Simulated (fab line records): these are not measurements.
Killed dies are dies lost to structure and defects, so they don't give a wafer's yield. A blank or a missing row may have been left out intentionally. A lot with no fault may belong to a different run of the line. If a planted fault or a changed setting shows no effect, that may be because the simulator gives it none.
A lot that was struck, set against a sound lot + flow n5 finfet + 15 out of 1938 route steps
Sound: these wafers, L463.2, L463.4, L463.5. Wafers struck: L470.4, L470.5, L470.6. At the end, the cause is stated.
Each step with rows lists, per side, the tool, then ch with its chambers, then its first start. Under that, the readings that differ: sound wafers + struck wafers + difference of the means + sigmas: that difference in standard deviations of wafers without a fault.
alike: a reading whose means differ by less than 2 such deviations, as well as words and numbers matching on both sides. not compared: withheld readings; readings where some wafer has no value; bounds like >300 that might hide an equal value; numbers whose values overlap and for which the record gives no deviation.
The two part at a step that has a row with sigmas, a row that says differs or no value, or rows on one side only. When numbers do not overlap yet have no deviation, they are printed without sigmas and do not part them. Lack of a reading on every wafer of one side parts them only where that side has two or more wafers.

N5_BEOL_M13_CMP_49: polishes, stops on SiOC, t overpolish 17.1 s, target thk 420 nm.
  sound on cmp-02 ch 0,1,2, day 13 22:57; struck on cmp-01 ch 1,2,3, day 15 18:19
  alike: barrier field endpoint s, motor current A, overpolish run s
N5_BEOL_M13_THK_MEAS_50: measures by xrf.
  sound on film metro-02 at day 13 23:15; struck on film metro-02 at day 15 18:32
  alike: M13_THK
then, 1 step without rows for these wafers: N5_BEOL_M13_PRE_CLEAN_52 (time 15 s).
N5_BEOL_M13_DEP_53: deposits SiCN from 3MS/NH3, target thk 50 nm, time 17.8 s.
  sound on pecvd-03 ch 1,2, day 13 23:19; struck on pecvd-04 ch 0,1,2, day 15 18:37
  alike: rf fwd power W, showerhead plenum p Torr, throttle valve pct
N5_BEOL_M13_RS_MEAS_54: the measuring method here is four-point-probe.
  sound on film metro-01 at day 13 23:22; struck on film metro-02 at day 15 18:40
  alike: M13_RS
N5_BEOL_M13_INSPECT_55: inspects for defects (darkfield).
  sound on defect inspect-02 at day 13 23:24; struck on defect inspect-01 at day 15 18:41
  alike: raw defect count
N5_BEOL_M14_ILD_DEP_00: deposits SiO2 from TEOS/O2, target thk 1119.3 nm, time 237.4 s.
  sound on pecvd-02 ch 1,2, day 13 23:26; struck on pecvd-01 ch 0,1,2, day 15 18:48
  alike: heater power w, rf fwd power W, showerhead plenum p Torr, throttle valve pct
N5_BEOL_M14_THK_MEAS_01:
  sound on film metro-02 at day 13 23:38; struck on film metro-02 at day 15 18:55
  alike: M14_ILD_THK
then, 4 steps without rows for these wafers: N5_BEOL_M14_COAT_58 (time 60 s, resist thk 89 nm); N5_BEOL_M14_COAT_04 (resist thk 800 nm); N5_BEOL_M14_EBR_06; N5_BEOL_M14_SOFTBAKE_05 (time 60 s).
N5_BEOL_M14_EXPOSE_07: exposes mask V13.
  sound on krf scanner-01 ch 0, day 13 23:46; struck on krf scanner-01 ch 0, day 15 19:04
| reading              | sound             | struck            | difference | sigmas |
|----------------------|-------------------|-------------------|------------|--------|
| exposure dose mJ cm2 | 56.89 56.90 56.87 | 56.15 56.02 56.03 | -0.82      | -13    |
  alike: mask
then, 1 step without rows for these wafers: N5_BEOL_M14_PEB_08 (peb time 90 s).
N5_PASSIVATION_PROBE_49:
  sound on prober-01 at day 15 01:31; struck on prober-01 at day 16 23:56
  alike: defect limited yield, killed_at_M0_to_M3, killed_at_M4_up, killed at contacts, killed at front end, killed at other, killed dies, killed open, killed short, sort_bin_4_leakage, sort_bin_5_function, sort_bin_6_memory, sort n pass, sort yield pct

WHERE THEY PART
Only at N5_BEOL_M14_EXPOSE_07, within this record. Later steps at which nothing parts them and some readings are alike: N5_PASSIVATION_PROBE_49.

WHY: whatever the simulator had introduced
Process parameter drift: krf scanner-01, from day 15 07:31 on, at N5_BEOL_M14_EXPOSE_07. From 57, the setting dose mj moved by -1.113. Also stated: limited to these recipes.
